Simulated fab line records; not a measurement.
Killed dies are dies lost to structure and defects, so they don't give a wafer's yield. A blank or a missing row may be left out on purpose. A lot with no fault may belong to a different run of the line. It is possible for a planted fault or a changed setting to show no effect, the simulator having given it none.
fab line records    flow n5_finfet
record lots=10  wafers=29  last_day=18
route steps=1938 shown BEOL_M11@1536
lots that met no fault: taken from a fault-free run of the same line
start_h: the number of hours between the record's first day and the start of the first shown wafer of the lot    wait_h: hours elapsed since this lot's preceding step    " repeats the value in the row above    L1.1+2: several wafers, shown together as one row    - no value, or no start was given    * or withheld: withheld    < > ~ a bound
route shown NAME@n: names a module that has steps shown in the file, with the first one's number in the route    usual: mean/standard deviation taken from wafers without a fault    same: alike in all rows    chamber/n: place in a boat    sites: readings site by site    _std_site: how widely they spread, as a standard deviation    _edge_site: outer sites' mean less inner sites'    radius_mm: for every site, how far away it sits from the centre of the wafer    mask NAME#n: copy n    behind: tool/chamber where the wafer was last shaped    hold: reason for holding the lot/hours on hold/outcome of the hold    device: transistor that didn't switch, given as n, p or np    end of line: tests of these same wafers at the route's end    a step with no rows: only its recipe    killed: dies that structure and defects cost at the first sort, which is not the same as the wafer's yield    map: dies across one wafer; x = killed, . = not, _ = none there
set.NAME: the setting that was run; set.NAME@STEP: the one run at that earlier step    model.NAME: the simulator's own value behind a step, which no gauge read
one table for each step of the route and one row for each wafer, over a sample of lots
services: from which hour (start_h, from the record's first day; less than 0 if before it) a tool's chamber was out of use, for how many hours, and why
## steps
# step N5_BEOL_M11_ILD_DEP_00
# recipe material=SiCOH_lowk  target_thk_a=3085.1  temp_c=300  precursor=DEMS/porogen  pressure_torr=5  rf_w=500  time_s=58
# usual heater_power_w=317/59  showerhead_plenum_p_Torr=5.729/0.013  throttle_valve_pct=14.0/0.97
lot.wafer  tool      chamber  start_h  wait_h  heater_power_w  showerhead_plenum_p_Torr  throttle_valve_pct
L517.1     pecvd-04  2        227.20   0.0     396             5.735                     13.4
L517.2     "         1        "        "       338             5.722                     13.5
L517.5     "         1        "        "       349             5.726                     13.3
L516.1     pecvd-03  1        228.99   0.0     316             5.721                     15.0
L516.2     "         0        "        "       286             5.737                     15.4
L516.3     "         1        "        "       247             5.729                     15.2
L522.1     pecvd-02  2        273.64   0.0     423             5.752                     13.7
L522.2     "         1        "        "       284             5.746                     14.1
L522.6     "         0        "        "       290             5.752                     14.2
L525.1     pecvd-03  2        276.28   0.0     207             5.717                     12.1
L525.5     "         2        "        "       224             5.724                     12.1
L525.6     "         0        "        "       299             5.720                     15.1
L529.1     pecvd-02  2        314.96   0.0     369             5.757                     13.7
L529.4     "         0        "        "       318             5.727                     14.2
L529.5     "         1        "        "       279             5.730                     13.9
L533.1     pecvd-03  0        327.23   0.0     303             5.738                     15.3
L533.2     "         2        "        "       255             5.711                     12.0
L533.3     "         1        "        "       291             5.729                     15.0
L535.1     pecvd-02  1        345.02   0.0     255             5.730                     14.2
L535.5     "         0        "        "       354             5.748                     14.1
L534.3     pecvd-02  1        346.96   0.0     252             5.728                     13.8
L534.5     "         2        "        "       443             5.759                     13.9
L534.6     "         0        "        "       349             5.729                     13.9
L536.2     pecvd-02  1        366.79   0.0     265             5.737                     13.8
L536.4     "         1        "        "       264             5.738                     13.8
L536.6     "         2        "        "       354             5.742                     13.5
L538.2     pecvd-03  1        374.41   0.0     294             5.714                     15.2
L538.4     "         0        "        "       288             5.724                     15.6
L538.5     "         2        "        "       206             5.693                     12.3
# step N5_BEOL_M11_CURE_71
# recipe temp_c=385  time_s=240  ambient=He/Ar  material=SiCOH_lowk
# usual lamp_power_pct=52.31/0.056  wafer_temp_C_max=387.1/0.7
lot.wafer  tool        chamber  start_h  wait_h  lamp_power_pct  wafer_temp_C_max
L517.1     uv_cure-02  2        227.28   0.0     52.27           386.2
L517.2     "           2        "        "       52.34           386.1
L517.5     "           2        "        "       52.38           386.0
L516.1     uv_cure-01  2        229.09   0.1     52.27           387.3
L516.2     "           2        "        "       52.31           388.2
L516.3     "           2        "        "       52.36           388.5
L522.1     uv_cure-01  0        273.72   0.0     52.28           386.3
L522.2     "           0        "        "       52.27           385.9
L522.6     "           0        "        "       52.29           386.9
L525.1     uv_cure-01  2        276.39   0.1     52.35           387.9
L525.5     "           2        "        "       52.21           387.3
L525.6     "           2        "        "       52.35           387.1
L529.1     uv_cure-03  1        315.20   0.2     52.24           387.7
L529.4     "           1        "        "       52.26           387.5
L529.5     "           1        "        "       52.37           387.6
L533.1     uv_cure-01  2        327.31   0.0     52.22           387.1
L533.2     "           2        "        "       52.25           386.9
L533.3     "           2        "        "       52.38           387.4
L535.1     uv_cure-01  1        345.10   0.0     52.16           386.5
L535.5     "           1        "        "       52.26           386.0
L534.3     uv_cure-03  1        347.36   0.4     52.31           387.6
L534.5     "           1        "        "       52.24           387.6
L534.6     "           1        "        "       52.34           388.3
L536.2     uv_cure-03  1        368.87   2.0     52.27           388.2
L536.4     "           1        "        "       52.32           386.8
L536.6     "           1        "        "       52.40           388.3
L538.2     uv_cure-03  1        374.57   0.1     52.40           387.6
L538.4     "           1        "        "       52.19           387.3
L538.5     "           1        "        "       52.28           388.6
# step N5_BEOL_M11_ETCH_62
# recipe chemistry=N2/H2  target=SOC  target_depth_a=1100  overetch_a=220  mask_material=SiARC  temp_c=40  time_s=165  ion_energy_ev=200  pressure_mtorr=30  source_w=840  bias_w=150  n2_flow_sccm=200  h2_flow_sccm=200
# usual chamber_pressure_mTorr=30.000/0.029  drypump_motor_current_A=5.9/0.35  h2_flow_sccm=200.0/0.61  oes_product_au=0.68/0.076  rf_vpp_V=524.0/1.7  showerhead_plenum_p_Torr=2.55/0.051  throttle_valve_pct=17.80/0.3
lot.wafer  tool         chamber  start_h  wait_h  chamber_pressure_mTorr  drypump_motor_current_A  h2_flow_sccm  oes_product_au  rf_hours_counter_h  rf_vpp_V  showerhead_plenum_p_Torr  throttle_valve_pct
L517.1     rie_diel-02  0        229.33   0.0     30.031                  5.4                      200.0         0.67            96                  524.6     2.57                      17.83
L517.2     "            1        "        "       30.021                  6.4                      199.7         0.60            190                 523.0     2.53                      18.20
L517.5     "            3        "        "       30.041                  5.7                      200.4         0.62            -                   523.0     2.54                      17.66
L516.1     rie_diel-01  2        232.14   0.0     30.025                  5.5                      199.7         0.57            231                 526.4     2.62                      18.19
L516.2     "            1        "        "       30.032                  5.9                      200.0         0.57            249                 522.8     2.50                      17.85
L516.3     "            3        "        "       30.003                  5.8                      199.1         0.65            131                 522.0     2.45                      18.13
L522.1     rie_diel-01  3        276.36   0.0     30.020                  5.8                      200.6         0.66            145                 520.7     2.44                      18.12
L522.2     "            1        "        "       29.982                  6.0                      200.0         0.80            7                   522.3     2.50                      17.46
L522.6     "            2        "        "       30.014                  5.5                      200.1         0.57            -                   525.2     2.61                      18.21
L525.1     rie_diel-01  0        278.27   0.0     30.024                  6.3                      199.9         0.78            19                  526.0     2.59                      17.33
L525.5     "            0        "        "       30.012                  6.3                      199.5         0.78            -                   526.2     2.59                      17.31
L525.6     "            1        "        "       29.978                  5.9                      200.0         0.80            -                   522.8     2.50                      17.46
L529.1     rie_diel-02  0        317.39   0.0     29.991                  5.4                      199.9         0.64            123                 524.8     2.56                      17.86
L529.4     "            3        "        "       30.002                  5.7                      198.7         0.61            188                 523.9     2.53                      17.71
L529.5     "            0        "        "       30.016                  5.4                      198.7         0.64            -                   524.9     2.56                      17.87
L533.1     rie_diel-05  2        332.11   0.0     30.004                  5.5                      199.9         0.66            106                 525.2     2.57                      17.80
L533.2     "            1        "        "       30.037                  5.8                      200.4         0.70            80                  525.4     2.56                      17.43
L533.3     "            0        "        "       29.971                  6.1                      201.1         0.69            86                  524.9     2.57                      17.99
L535.1     rie_diel-05  3        347.23   0.0     30.035                  6.0                      200.5         0.78            13                  527.4     2.61                      17.54
L535.5     "            3        "        "       29.981                  6.0                      199.6         0.77            -                   525.0     2.61                      17.53
L534.3     rie_diel-01  1        350.70   0.0     29.986                  5.9                      200.8         0.75            31                  522.9     2.49                      17.51
L534.5     "            0        "        "       30.010                  6.3                      200.3         0.75            -                   525.5     2.58                      17.34
L534.6     "            3        "        "       29.971                  5.8                      200.9         0.64            -                   519.9     2.43                      18.18
L536.2     rie_diel-05  3        371.43   0.0     30.035                  6.0                      200.5         0.75            20                  526.0     2.61                      17.55
L536.4     "            1        "        "       29.949                  5.9                      199.4         0.69            92                  523.8     2.56                      17.47
L536.6     "            1        "        "       29.982                  5.9                      199.3         0.69            -                   525.3     2.56                      17.46
L538.2     rie_diel-02  1        376.22   0.0     29.997                  6.4                      201.3         0.58            235                 523.3     2.51                      18.28
L538.4     "            0        "        "       29.965                  5.4                      200.2         0.63            140                 522.3     2.55                      17.90
L538.5     "            3        "        "       29.982                  5.7                      199.3         0.59            -                   524.3     2.52                      17.72
# step N5_BEOL_M11_COAT_64
# recipe resist=SiARC  temp_c=220  time_s=60  spin_rpm=1500  resist_thk_nm=30
# usual spin_speed_rpm=1500.0/1.1
lot.wafer  tool            chamber  start_h  wait_h  spin_speed_rpm
L517.1     litho_track-02  0        230.34   -       1499.0
L517.2     "               0        "        "       1499.1
L517.5     "               0        "        "       1500.0
L516.1     litho_track-04  0        234.37   -       1500.6
L516.2     "               0        "        "       1500.1
L516.3     "               0        "        "       1500.7
L522.1     litho_track-03  0        277.10   -       1499.5
L522.2     "               0        "        "       1500.3
L522.6     "               0        "        "       1498.0
L525.1     litho_track-03  0        278.67   -       1501.8
L525.5     "               0        "        "       1502.1
L525.6     "               0        "        "       1499.7
L529.1     litho_track-03  0        321.28   -       1500.1
L529.4     "               0        "        "       1500.1
L529.5     "               0        "        "       1501.8
L533.1     litho_track-03  0        332.59   -       1321.6
L533.2     "               0        "        "       1321.5
L533.3     "               0        "        "       1321.1
L535.1     litho_track-03  0        348.70   -       1320.6
L535.5     "               0        "        "       1321.5
L534.3     litho_track-03  0        351.74   -       1320.7
L534.5     "               0        "        "       1322.0
L534.6     "               0        "        "       1319.2
L536.2     litho_track-02  0        372.73   -       1499.8
L536.4     "               0        "        "       1499.4
L536.6     "               0        "        "       1500.4
L538.2     litho_track-02  0        379.16   -       1500.2
L538.4     "               0        "        "       1501.5
L538.5     "               0        "        "       1500.9
# step N5_BEOL_M11_ETCH_65
# recipe chemistry=CF4  target=SiARC  target_depth_a=390  mask_material=CAR-ArF  time_s=65  ion_energy_ev=80  pressure_mtorr=40  source_w=545  bias_w=36  Ar_flow_sccm=100  cf4_flow_sccm=100  ends=cleared
# usual chamber_pressure_mTorr=40.00/0.039  drypump_motor_current_A=5.9/0.32  etch_rf_on_time_s=64.4/1  mfc_ar_sccm=99.98/0.28  oes_product_au=0.70/0.074  rf_vpp_V=184.2/0.9  showerhead_plenum_p_Torr=2.15/0.035  throttle_valve_pct=15.57/0.24
lot.wafer  tool         chamber  start_h  wait_h  chamber_pressure_mTorr  drypump_motor_current_A  etch_rf_on_time_s  mfc_ar_sccm  oes_product_au  rf_hours_counter_h  rf_vpp_V  showerhead_plenum_p_Torr  throttle_valve_pct
L517.1     rie_diel-01  2        230.84   0.0     39.94                   5.5                      66.5               99.85        0.57            230                 185.7     2.20                      15.98
L517.2     "            1        "        "       40.00                   5.9                      66.9               99.71        0.57            249                 182.9     2.11                      15.76
L517.5     "            1        "        "       40.04                   5.9                      66.6               99.80        0.57            -                   184.0     2.11                      15.75
L516.1     rie_diel-01  0        234.87   0.0     40.01                   6.3                      65.1               100.52       0.82            6                   184.4     2.19                      15.13
L516.2     "            3        "        "       40.02                   5.8                      64.9               99.83        0.66            131                 181.7     2.07                      15.86
L516.3     "            2        "        "       39.97                   5.5                      65.1               99.78        0.57            232                 185.8     2.20                      15.98
L522.1     rie_diel-02  2        277.60   0.0     39.97                   6.3                      62.2               99.80        0.77            36                  183.9     2.18                      15.64
L522.2     "            3        "        "       40.04                   5.7                      65.2               100.24       0.61            175                 184.6     2.14                      15.48
L522.6     "            2        "        "       39.97                   6.3                      63.0               99.43        0.76            -                   185.0     2.18                      15.63
L525.1     rie_diel-05  2        279.17   0.0     40.03                   5.5                      65.7               100.03       0.67            90                  184.2     2.16                      15.51
L525.5     "            1        "        "       40.04                   5.9                      65.2               100.01       0.72            -                   184.8     2.17                      15.29
L525.6     "            2        "        "       39.95                   5.5                      66.0               99.97        0.67            -                   184.5     2.16                      15.50
L529.1     rie_diel-02  2        321.65   0.0     40.02                   6.3                      62.3               100.46       0.76            51                  185.1     2.17                      15.64
L529.4     "            0        "        "       40.02                   5.5                      65.2               100.38       0.65            124                 184.4     2.15                      15.65
L529.5     "            0        "        "       39.95                   5.4                      65.0               99.87        0.65            -                   185.0     2.15                      15.62
L533.1     rie_diel-05  0        333.25   0.0     40.06                   6.1                      67.0               100.13       0.71            87                  185.7     2.16                      15.76
L533.2     "            2        "        "       40.09                   5.5                      69.5               100.28       0.66            107                 183.2     2.15                      15.53
L533.3     "            1        "        "       39.96                   5.9                      68.8               99.96        0.71            80                  185.4     2.17                      15.34
L535.1     rie_diel-05  0        349.15   0.0     40.03                   6.1                      67.4               100.09       0.70            92                  184.6     2.16                      15.77
L535.5     "            1        "        "       39.96                   5.9                      68.3               99.45        0.71            -                   185.5     2.16                      15.36
L534.3     rie_diel-01  1        352.11   0.0     39.95                   5.9                      68.4               99.86        0.76            31                  182.9     2.10                      15.33
L534.5     "            0        "        "       40.01                   6.3                      68.9               99.91        0.76            -                   183.2     2.18                      15.18
L534.6     "            3        "        "       40.02                   5.8                      68.8               99.97        0.65            -                   183.7     2.05                      15.96
L536.2     rie_diel-02  1        373.23   0.0     40.00                   6.3                      64.8               99.72        0.59            234                 184.1     2.12                      16.01
L536.4     "            0        "        "       39.99                   5.4                      65.3               99.96        0.64            139                 185.3     2.15                      15.65
L536.6     "            1        "        "       40.05                   6.3                      64.8               99.77        0.59            -                   183.5     2.12                      15.98
L538.2     rie_diel-05  3        379.53   0.0     39.97                   6.0                      64.4               100.22       0.77            23                  183.7     2.18                      15.23
L538.4     "            1        "        "       39.96                   5.9                      65.2               100.04       0.69            94                  184.5     2.16                      15.34
L538.5     "            3        "        "       39.97                   6.0                      64.8               100.21       0.76            -                   182.9     2.18                      15.23
## services
tool         chamber  start_h  hours  kind
uv_cure-03   -        205.77   1.0    pm
rie_diel-05  1        210.89   6.7    repair
uv_cure-02   -        229.35   2.1    pm
uv_cure-01   -        233.67   7.5    pm
rie_diel-01  1        233.89   -      clean
rie_diel-01  1        233.89   -      consumable_replace:focus_ring
rie_diel-01  1        233.89   18.3   scheduled_down
uv_cure-03   -        241.28   22.2   pm
pecvd-02     0        253.33   6.3    repair
pecvd-04     0        254.36   4.9    repair
rie_diel-02  -        275.29   0.6    repair
rie_diel-02  -        303.01   0.5    repair
rie_diel-01  0        311.36   5.4    repair
pecvd-02     -        316.35   6.0    pm
rie_diel-01  -        338.55   0.3    repair
pecvd-02     1        339.08   4.0    repair
uv_cure-02   -        344.87   1.0    pm
pecvd-02     1        355.91   9.4    repair
uv_cure-01   -        357.97   13.1   repair
rie_diel-02  2        361.69   4.1    repair
uv_cure-02   -        365.21   14.6   pm
rie_diel-05  -        374.94   0.4    repair
rie_diel-02  3        376.49   1.6    repair
rie_diel-01  1        377.45   5.0    repair
## key
first_sign step=N5_BEOL_M11_COAT_64  reading=spin_speed_rpm  direction=down  sigmas=99+  usual=*  struck=*
effect step=N5_BEOL_M11_ETCH_65  reading=etch_rf_on_time_s  direction=up  sigmas=4  usual=*  struck=*
met_at N5_BEOL_M11_COAT_64
struck_lots L533,L534,L535
not_acting_at N5_BEOL_M11_ILD_DEP_00,N5_BEOL_M11_CURE_71,N5_BEOL_M11_ETCH_62
onset_between 321.28 332.59
fault kind=process_parameter_drift  tool=litho_track-03  chamber=-  onset_h=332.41  steps=N5_BEOL_M11_COAT_64  channel=spin_rpm  offset=*  shape=step  acts_in=*  stated=*
